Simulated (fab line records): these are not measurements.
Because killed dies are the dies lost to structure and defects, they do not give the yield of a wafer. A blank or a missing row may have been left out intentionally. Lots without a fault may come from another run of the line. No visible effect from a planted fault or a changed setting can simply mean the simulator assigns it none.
Which of the tools did it?    flow n5_finfet    24 lots with 72 wafers sampled at 4 steps, on a route of 1938 steps

WHAT EACH GAUGE READ, for each wafer
N5_MOL_CONTACT_COAG_CD_MEAS_40: target cd 25.1 nm.
lot   measured      on         cd_nm (nm)
L074  day 5 02:56   cd_sem-02  25.03 25.49 25.30
L075  day 5 10:32   cd_sem-01  25.24 25.00 25.21
L076  day 5 17:19   cd_sem-03  25.41 25.58 25.00
L077  day 5 20:08   cd_sem-03  25.31 25.35 25.14
L078  day 6 01:14   cd_sem-01  24.70 24.57 25.33
L079  day 6 09:44   cd_sem-02  25.22 25.49 25.09
L080  day 6 19:22   cd_sem-03  24.97 24.75 25.26
L081  day 6 22:06   cd_sem-02  25.44 25.31 24.68
L082  day 7 04:22   cd_sem-03  25.67 25.35 25.44
L083  day 7 11:17   cd_sem-03  24.79 25.11 24.96
L084  day 7 14:13   cd_sem-01  25.07 25.21 25.19
L085  day 7 20:40   cd_sem-03  25.12 25.01 24.76
L086  day 8 04:19   cd_sem-01  25.29 24.64 25.25
L087  day 8 19:08   cd_sem-03  25.32 25.01 25.01
L088  day 8 19:24   cd_sem-02  25.46 25.44 25.38
L089  day 8 21:29   cd_sem-03  25.45 25.64 25.40
L090  day 9 03:48   cd_sem-01  24.67 24.84 25.47
L091  day 9 06:58   cd_sem-01  24.95 25.18 24.68
L092  day 9 16:27   cd_sem-01  25.20 25.67 25.54
L093  day 9 19:28   cd_sem-03  25.48 24.59 25.20
L094  day 10 00:08  cd_sem-01  25.00 25.01 25.37
L095  day 10 10:23  cd_sem-02  25.01 24.82 25.36
L096  day 10 21:39  cd_sem-01  25.04 24.98 25.27
L097  day 10 21:52  cd_sem-01  24.77 25.15 24.93

N5_BEOL_M0_SAQP_THK_MEAS_05.
lot   measured      on             thk_nm (nm)
L074  day 5 12:39   film_metro-02  59.6 61.7 60.7
L075  day 5 17:34   film_metro-02  60.4 61.6 60.8
L076  day 5 23:21   film_metro-02  59.9 59.8 61.1
L077  day 6 02:39   film_metro-01  59.9 59.5 60.3
L078  day 6 08:31   film_metro-01  59.1 60.9 60.6
L079  day 6 17:01   film_metro-01  61.6 59.8 62.2
L080  day 7 01:32   film_metro-01  60.0 59.9 60.9
L081  day 7 05:57   film_metro-02  59.1 61.7 59.8
L082  day 7 09:57   film_metro-01  59.4 61.3 61.1
L083  day 7 19:41   film_metro-02  60.0 59.4 60.3
L084  day 7 21:02   film_metro-02  58.8 58.7 60.0
L085  day 8 04:50   film_metro-01  58.3 59.2 59.3
L086  day 8 12:11   film_metro-02  58.5 59.2 59.1
L087  day 9 02:43   film_metro-01  58.8 60.4 59.2
L088  day 9 04:28   film_metro-01  60.5 60.9 61.1
L089  day 9 04:49   film_metro-02  60.1 60.4 60.8
L090  day 9 10:43   film_metro-02  58.3 58.5 60.9
L091  day 9 13:30   film_metro-01  60.6 61.8 61.4
L092  day 9 22:49   film_metro-01  60.3 60.7 60.7
L093  day 10 02:46  film_metro-02  59.2 59.4 59.7
L094  day 10 06:38  film_metro-01  59.4 60.6 59.6
L095  day 10 18:00  film_metro-01  59.1 60.0 60.2
L096  day 11 04:05  film_metro-01  59.4 60.5 60.3
L097  day 11 07:54  film_metro-02  59.2 60.1 60.9

N5_BEOL_M0_SAQP_OVL_MEAS_15.
lot   measured      on          M0_CORE_OVL (nm)
L074  day 5 13:02   overlay-02  0.2 -1.2 0.1
L075  day 5 17:57   overlay-01  -0.4 -0.8 0.1
L076  day 5 23:44   overlay-01  1.6 0.0 0.6
L077  day 6 03:10   overlay-02  1.4 0.7 1.3
L078  day 6 09:02   overlay-02  -0.9 0.0 0.1
L079  day 6 17:24   overlay-01  0.6 -0.1 0.6
L080  day 7 02:02   overlay-02  1.3 1.4 1.2
L081  day 7 06:28   overlay-01  1.1 0.8 0.9
L082  day 7 10:20   overlay-02  0.1 -0.7 1.0
L083  day 7 20:11   overlay-02  0.2 -0.3 -1.5
L084  day 7 21:25   overlay-02  -1.1 -0.9 -0.4
L085  day 8 05:13   overlay-01  -0.1 0.3 0.3
L086  day 8 12:36   overlay-01  -0.9 -1.0 -1.8
L087  day 9 03:13   overlay-02  1.2 1.7 1.2
L088  day 9 04:51   overlay-01  0.6 -0.3 0.1
L089  day 9 05:12   overlay-02  1.3 1.2 1.3
L090  day 9 11:14   overlay-02  1.2 0.1 1.1
L091  day 9 14:01   overlay-01  1.0 0.4 0.0
L092  day 9 23:22   overlay-01  -0.9 0.5 1.3
L093  day 10 03:17  overlay-01  -0.9 -0.7 0.1
L094  day 10 07:10  overlay-02  1.1 0.0 1.4
L095  day 10 18:23  overlay-01  -1.3 -0.8 -1.7
L096  day 11 04:38  overlay-01  0.8 -0.6 -0.2
L097  day 11 08:25  overlay-02  1.0 -0.1 1.3

EACH LOT AND THE TOOL THAT RAN IT (in order: tool; ch and the chambers of the sampled wafers; start)
lot   N5_MOL_CONTACT_COAG_ETCH_90
L074  rie_diel-02 ch 0,1,2, day 5 01:47
L075  rie_diel-04 ch 0,2,3, day 5 09:27
L076  rie_diel-02 ch 0,3, day 5 16:01
L077  rie_diel-02 ch 0,3, day 5 18:55
L078  rie_diel-04 ch 1,2, day 6 00:02
L079  rie_diel-02 ch 1,3, day 6 08:33
L080  rie_diel-04 ch 1,2, day 6 18:09
L081  rie_diel-04 ch 1,2,3, day 6 21:01
L082  rie_diel-02 ch 0,1,2, day 7 03:17
L083  rie_diel-01 ch 1,2,3, day 7 09:59
L084  rie_diel-01 ch 0,2,3, day 7 13:01
L085  rie_diel-02 ch 0,1,3, day 7 19:33
L086  rie_diel-02 ch 0,1,2, day 8 03:14
L087  rie_diel-02 ch 0,2,3, day 8 17:57
L088  rie_diel-01 ch 0,2, day 8 18:08
L089  rie_diel-02 ch 0,1,2, day 8 19:41
L090  rie_diel-02 ch 0,2,3, day 9 02:40
L091  rie_diel-02 ch 1,2,3, day 9 05:44
L092  rie_diel-01 ch 0,2,3, day 9 15:03
L093  rie_diel-01 ch 0,2,3, day 9 18:08
L094  rie_diel-01 ch 0,1, day 9 23:03
L095  rie_diel-02 ch 0,2, day 10 09:07
L096  rie_diel-01 ch 0,2, day 10 20:27
L097  rie_diel-02 ch 0,1,2, day 10 20:44
- N5_MOL_CONTACT_COAG_ETCH_90: etches SiARC in CF4, target depth 13 nm, time 21.7 s.

AS READ BY THE TOOLS THEMSELVES (means over the sampled wafers that have a number; for cases with no such wafer, the mark the record gives instead)
N5_MOL_CONTACT_COAG_ETCH_90.
lot   tool         drypump_motor_current_A (A)  etch_rf_on_time_s (s)  oes_product_au (a.u.)  rf_vpp_V (V)  showerhead_plenum_p_Torr (Torr)  throttle_valve_pct (%)
L074  rie_diel-02  5.6                          21.6                   0.65                   183.1         2.09                             15.62
L075  rie_diel-04  5.7                          21.8                   0.66                   183.2         2.10                             15.52
L076  rie_diel-02  5.5                          21.8                   0.62                   184.8         2.20                             15.55
L077  rie_diel-02  5.4                          21.6                   0.63                   183.8         2.17                             15.55
L078  rie_diel-04  6.0                          22.0                   0.70                   183.7         2.14                             15.54
L079  rie_diel-02  5.6                          21.8                   0.63                   183.9         2.17                             15.53
L080  rie_diel-04  6.0                          21.8                   0.70                   184.4         2.13                             15.56
L081  rie_diel-04  6.0                          21.8                   0.66                   184.1         2.15                             15.58
L082  rie_diel-02  5.6                          21.5                   0.64                   183.7         2.09                             15.65
L083  rie_diel-01  5.5                          21.4                   0.71                   184.7         2.21                             15.53
L084  rie_diel-01  5.4                          21.7                   0.71                   185.0         2.22                             15.46
L085  rie_diel-02  5.5                          21.3                   0.64                   183.9         2.15                             15.56
L086  rie_diel-02  5.6                          21.7                   0.63                   182.5         2.08                             15.66
L087  rie_diel-02  5.6                          21.7                   0.60                   184.6         2.13                             15.71
L088  rie_diel-01  5.4                          22.3                   0.65                   184.4         2.18                             15.61
L089  rie_diel-02  5.6                          21.5                   0.63                   182.9         2.08                             15.68
L090  rie_diel-02  5.6                          21.9                   0.60                   183.3         2.13                             15.72
L091  rie_diel-02  5.8                          21.7                   0.62                   184.1         2.10                             15.68
L092  rie_diel-01  5.4                          22.0                   0.68                   185.5         2.21                             15.51
L093  rie_diel-01  5.4                          21.8                   0.68                   184.7         2.21                             15.50
L094  rie_diel-01  5.0                          22.2                   0.68                   183.7         2.12                             15.61
L095  rie_diel-02  5.5                          21.5                   0.61                   184.0         2.10                             15.73
L096  rie_diel-01  5.9                          21.9                   0.68                   185.1         2.21                             15.56
L097  rie_diel-02  5.6                          21.7                   0.62                   183.5         2.07                             15.72

THE ANSWER, worked out from the rows above alone
Rule: what is usual is taken from the lots themselves. The widest of any qualifying gaps counts: lots, ordered by their means at a reading, are off when they make up no more than a third of the lots, leave a main group of 4 or more, and stand apart from it by 3 or more times the standard deviation of that group's means. A main group whose means are all the same, to the digits that the tables above print for the reading, isn't used. Also off: a lot with no number at a reading for which 4 or more lots have one. Any other lot the step has rows for is counted as sound. After the gauges, taken in route order, come the tools' own readings; for these a lot's mean is taken, as printed above. The first step at which some lot is off is used, and at that step the reading that is off furthest; a lot without a number counts as furthest.
No lot is off at any reading shown: from this, nothing can be told.

WHAT HAD BEEN PUT IN BY THE SIMULATOR
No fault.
